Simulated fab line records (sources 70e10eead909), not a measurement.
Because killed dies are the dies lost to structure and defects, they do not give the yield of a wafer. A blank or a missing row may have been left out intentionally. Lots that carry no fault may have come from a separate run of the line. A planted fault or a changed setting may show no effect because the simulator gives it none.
Matching of chambers || flow nandHarc || pecvd-02 running NHARC_A_CONTACT_DEP_29: 3 sister chambers
The step deposits SiON, target thk 70 nm. 6 wafers are shown with their chamber, then 12 later ones without.

EACH WAFER AND ITS CHAMBER
{"wafer": "L084.4", "chamber": 1, "heaterPowerW (W)": 785}
{"wafer": "L087.4", "chamber": 1, "heaterPowerW (W)": 809}
{"wafer": "L087.5", "chamber": 2, "heaterPowerW (W)": 660}
{"wafer": "L086.3", "chamber": 0, "heaterPowerW (W)": 706}
{"wafer": "L086.4", "chamber": 2, "heaterPowerW (W)": 673}
{"wafer": "L086.5", "chamber": 0, "heaterPowerW (W)": 691}

WAFERS WITHOUT THEIR CHAMBER
{"wafer": "L085.3", "heaterPowerW (W)": 682}
{"wafer": "L085.5", "heaterPowerW (W)": 682}
{"wafer": "L085.6", "heaterPowerW (W)": 782}
{"wafer": "L092.1", "heaterPowerW (W)": 719}
{"wafer": "L092.5", "heaterPowerW (W)": 599}
{"wafer": "L092.6", "heaterPowerW (W)": 727}
{"wafer": "L093.2", "heaterPowerW (W)": 701}
{"wafer": "L093.3", "heaterPowerW (W)": 664}
{"wafer": "L093.6", "heaterPowerW (W)": 684}
{"wafer": "L094.1", "heaterPowerW (W)": 683}
{"wafer": "L094.4", "heaterPowerW (W)": 677}
{"wafer": "L094.6", "heaterPowerW (W)": 701}

WHICH CHAMBER EACH ONE RAN IN
{"wafer": "L085.3", "from the rows above": "can't be placed: 2 or 0", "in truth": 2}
{"wafer": "L085.5", "from the rows above": "can't be placed: 2 or 0", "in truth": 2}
{"wafer": "L085.6", "from the rows above": 1, "in truth": 1}
{"wafer": "L092.1", "from the rows above": 0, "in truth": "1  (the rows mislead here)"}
{"wafer": "L092.5", "from the rows above": 2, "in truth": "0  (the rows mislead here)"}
{"wafer": "L092.6", "from the rows above": 0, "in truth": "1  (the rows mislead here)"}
{"wafer": "L093.2", "from the rows above": 0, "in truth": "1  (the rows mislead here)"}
{"wafer": "L093.3", "from the rows above": 2, "in truth": 2}
{"wafer": "L093.6", "from the rows above": "can't be placed: 0 or 2", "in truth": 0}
{"wafer": "L094.1", "from the rows above": "can't be placed: 0 or 2", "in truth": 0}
{"wafer": "L094.4", "from the rows above": "can't be placed: 2 or 0", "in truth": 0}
{"wafer": "L094.6", "from the rows above": 0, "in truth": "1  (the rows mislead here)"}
2 of 12 placed correctly. These rows do not allow placing 5 (true chamber among the candidates in 5). Number placed wrongly: 5.
How it was worked out, from the rows above alone: a wafer's distance from a chamber is the root of the sum, over the readings, of the square of ((its reading less the chamber's mean) divided by the reading's scatter). If the next closest chamber is less than 2 further off than the closest, the wafer can't be placed; otherwise it belongs to the closest. The mean given for a chamber averages the wafers shown for that chamber. The scatter is the square root of a quotient: the sum, over the shown wafers, of each reading's squared deviation from its chamber's mean, divided by wafers minus chambers.
